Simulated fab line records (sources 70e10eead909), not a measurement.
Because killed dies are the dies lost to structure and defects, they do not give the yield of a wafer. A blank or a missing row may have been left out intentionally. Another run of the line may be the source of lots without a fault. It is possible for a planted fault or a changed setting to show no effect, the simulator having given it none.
Which tool was responsible? | flow nand harc | 7 lots, 21 wafers sampled, at 2 steps of a route of 1302

## WHAT THE GAUGES READ, wafer by wafer
NHARC_A_BONDPAD_OVL_MEAS_35.
lot  | measured     | on         | overlay x nm (nm)
L501 | day 23 19:05 | overlay-02 | -8 -8 -8
L506 | day 24 18:19 | overlay-02 | 3 3 3
L508 | day 26 03:32 | overlay-02 | 3 3 3
L519 | day 29 18:06 | overlay-02 | -3 -4 -4
L518 | day 30 03:42 | overlay-01 | 8 7 8
L524 | day 31 22:11 | overlay-01 | 8 7 8
L523 | day 32 16:17 | overlay-02 | -2 -2 -2

## WHAT TOOL EACH LOT RAN ON (gives the tool, then ch and the chambers of the sampled wafers, and finally the start)
lot  | NHARC_A_BONDPAD_DEP_00
L501 | pecvd-02 ch 0,2, day 23 17:47
L506 | pecvd-01 ch 0,1, day 24 17:11
L508 | pecvd-01 ch 0,1,2, day 26 02:13
L519 | pecvd-02 ch 0,2, day 29 16:50
L518 | pecvd-02 ch 0,1,2, day 30 02:34
L524 | pecvd-01 ch 0,2, day 31 21:06
L523 | pecvd-04 ch 1,2, day 32 16:17 or earlier
- NHARC_A_BONDPAD_DEP_00: deposits SiCN, target thk 250 nm.

## THE ANSWER, worked out from the rows above alone
Rule: the usual values come from the lots themselves. The widest of any qualifying gaps counts: lots, ordered by their means at a reading, are off when they make up no more than a third of the lots, leave a main group of 4 or more, and stand apart from it by 3 or more times the standard deviation of that group's means. A main group whose means are all the same, to the digits that the tables above print for the reading, isn't used. A lot without any number at a reading at which 4 lots or more have one is off too. Any other lot the step has rows for is counted as sound.
Across all readings shown, no lot is off: no conclusion can be drawn from this.

## WHAT THE SIMULATOR HAD PUT IN
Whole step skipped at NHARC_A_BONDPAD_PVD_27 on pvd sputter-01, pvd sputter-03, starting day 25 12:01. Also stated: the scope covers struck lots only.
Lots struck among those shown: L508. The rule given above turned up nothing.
